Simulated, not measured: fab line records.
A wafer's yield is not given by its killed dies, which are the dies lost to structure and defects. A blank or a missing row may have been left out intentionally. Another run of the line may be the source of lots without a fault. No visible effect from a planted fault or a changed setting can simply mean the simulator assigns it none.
Which tool was responsible? || flow n5 finfet || 9 lots with 25 wafers sampled at 5 steps, on a route of 1938 steps

== WHAT THE GAUGES READ, wafer by wafer ==
N5_BEOL_M0_SAQP_THK_MEAS_05.
{"lot": "L676", "measured": "day 5 11:22", "on": "film metro-01", "thk nm (nm)": "58.8 59.6 60.7"}
{"lot": "L677", "measured": "day 5 16:21", "on": "film metro-02", "thk nm (nm)": "59.4 59.5 61.5"}
{"lot": "L680", "measured": "day 6 12:02", "on": "film metro-02", "thk nm (nm)": "60.2 61.3 60.9"}
{"lot": "L684", "measured": "day 7 09:31", "on": "film metro-02", "thk nm (nm)": "60.2 72.4"}
{"lot": "L686", "measured": "day 7 20:36", "on": "film metro-01", "thk nm (nm)": "72.8 59.4"}
{"lot": "L693", "measured": "day 9 23:49", "on": "film metro-02", "thk nm (nm)": "58.9 61.0 60.5"}
{"lot": "L695", "measured": "day 10 03:59", "on": "film metro-02", "thk nm (nm)": "60.5 61.8 60.4"}
{"lot": "L696", "measured": "day 10 07:35", "on": "film metro-02", "thk nm (nm)": "59.8 59.7 60.3"}
{"lot": "L699", "measured": "day 11 04:32", "on": "film metro-01", "thk nm (nm)": "59.1 60.9 60.2"}

== WHAT TOOL EACH LOT RAN ON (gives the tool, then ch and the chambers of the sampled wafers, and finally the start) ==
{"lot": "L676", "N5_MOL_CONTACT_COAG_ETCH_124": "rie diel-04 ch 0,1,2, day 5 05:47", "N5_MOL_CONTACT_COAG_CVD_140": "cvd w-02 ch 0,1, day 5 06:14", "N5_BEOL_M0_SAQP_HM_DEP_02": "pvd sputter-01, day 5 11:02", "N5_BEOL_M0_SAQP_PECVD_04": "pecvd-02 ch 1,2, day 5 11:16"}
{"lot": "L677", "N5_MOL_CONTACT_COAG_ETCH_124": "rie diel-02 ch 0,2,3, day 5 09:47", "N5_MOL_CONTACT_COAG_CVD_140": "cvd w-02 ch 0,1, day 5 10:14", "N5_BEOL_M0_SAQP_HM_DEP_02": "pvd sputter-02, day 5 16:01", "N5_BEOL_M0_SAQP_PECVD_04": "pecvd-04 ch 1,2, day 5 16:16"}
{"lot": "L680", "N5_MOL_CONTACT_COAG_ETCH_124": "rie diel-04 ch 0,3, day 6 03:34", "N5_MOL_CONTACT_COAG_CVD_140": "cvd w-01 ch 0,1, day 6 04:06", "N5_BEOL_M0_SAQP_HM_DEP_02": "pvd sputter-02, day 6 11:43", "N5_BEOL_M0_SAQP_PECVD_04": "pecvd-04 ch 0,1, day 6 11:56"}
{"lot": "L684", "N5_MOL_CONTACT_COAG_ETCH_124": "rie diel-04 ch 1,3, day 7 03:29", "N5_MOL_CONTACT_COAG_CVD_140": "cvd w-02 ch 1, day 7 03:57", "N5_BEOL_M0_SAQP_HM_DEP_02": "pvd sputter-02, day 7 09:11", "N5_BEOL_M0_SAQP_PECVD_04": "pecvd-04 ch 1,2, day 7 09:26"}
{"lot": "L686", "N5_MOL_CONTACT_COAG_ETCH_124": "rie diel-02 ch 1,2, day 7 15:24", "N5_MOL_CONTACT_COAG_CVD_140": "cvd w-02 ch 0,1, day 7 15:51", "N5_BEOL_M0_SAQP_HM_DEP_02": "pvd sputter-02, day 7 20:16", "N5_BEOL_M0_SAQP_PECVD_04": "pecvd-04 ch 0,2, day 7 20:31"}
{"lot": "L693", "N5_MOL_CONTACT_COAG_ETCH_124": "rie diel-02 ch 0,1, day 9 18:02", "N5_MOL_CONTACT_COAG_CVD_140": "cvd w-01 ch 0,1, day 9 18:34", "N5_BEOL_M0_SAQP_HM_DEP_02": "pvd sputter-02, day 9 23:29", "N5_BEOL_M0_SAQP_PECVD_04": "pecvd-02 ch 0,1, day 9 23:43"}
{"lot": "L695", "N5_MOL_CONTACT_COAG_ETCH_124": "rie diel-04 ch 0,1,2, day 9 21:59", "N5_MOL_CONTACT_COAG_CVD_140": "cvd w-01 ch 0,1, day 9 22:26", "N5_BEOL_M0_SAQP_HM_DEP_02": "pvd sputter-03, day 10 03:38", "N5_BEOL_M0_SAQP_PECVD_04": "pecvd-02 ch 0,1, day 10 03:53"}
{"lot": "L696", "N5_MOL_CONTACT_COAG_ETCH_124": "rie diel-04 ch 0,2,3, day 10 02:41", "N5_MOL_CONTACT_COAG_CVD_140": "cvd w-02 ch 0,1, day 10 03:08", "N5_BEOL_M0_SAQP_HM_DEP_02": "pvd sputter-03, day 10 07:15", "N5_BEOL_M0_SAQP_PECVD_04": "pecvd-02 ch 0,1,2, day 10 07:29"}
{"lot": "L699", "N5_MOL_CONTACT_COAG_ETCH_124": "rie diel-04 ch 0,2, day 10 22:47", "N5_MOL_CONTACT_COAG_CVD_140": "cvd w-01 ch 0,1, day 10 23:19", "N5_BEOL_M0_SAQP_HM_DEP_02": "pvd sputter-03, day 11 04:13", "N5_BEOL_M0_SAQP_PECVD_04": "pecvd-01 ch 1,2, day 11 04:27"}
- N5_MOL_CONTACT_COAG_ETCH_124: etches SiNx in CH3F/O2, stops on SiOC, target depth 6.5 nm.
- N5_MOL_CONTACT_COAG_CVD_140: deposits W, target thk 66.5 nm, time 215 s.
- N5_BEOL_M0_SAQP_HM_DEP_02: deposits TiN, target thk 12 nm.
- N5_BEOL_M0_SAQP_PECVD_04: deposits a-Si from SiH4/He, target thk 60 nm, time 60.2 s.

== THE ANSWER, worked out from the rows above alone ==
Rule: the lots themselves supply what counts as usual. Put in order of their means at a reading, lots are off if they are a third of the lots or fewer, leave a main group of 4 or more, and stand apart from it by a gap of 3 or more times the standard deviation of the main group's means; of several such gaps the widest counts. Not used: any main group whose means are identical at the precision the tables above print for the reading. A lot without any number at a reading at which 4 lots or more have one is off too. Where the step has rows for the other lots, those lots are counted as sound.
Off at N5_BEOL_M0_SAQP_THK_MEAS_05 (thk nm): L684, L686. The main group has a mean of 60.2 nm with a standard deviation of 0.41.
If a tool, at a process step before that reading, ran all the lots that are off and no sound lot after the first of them, it fits. Those tools and the gauges at N5_BEOL_M0_SAQP_THK_MEAS_05 are tried in the same way. One fits: pecvd-04 at N5_BEOL_M0_SAQP_PECVD_04. Its last sound lot is L680 (day 6 11:56), its first lot that is off L684 (day 7 09:26): a fault that began between those two fits.

== WHAT THE SIMULATOR HAD PUT IN ==
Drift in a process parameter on pecvd-04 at N5_BEOL_M0_SAQP_PECVD_04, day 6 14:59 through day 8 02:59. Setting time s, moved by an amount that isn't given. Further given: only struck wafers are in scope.
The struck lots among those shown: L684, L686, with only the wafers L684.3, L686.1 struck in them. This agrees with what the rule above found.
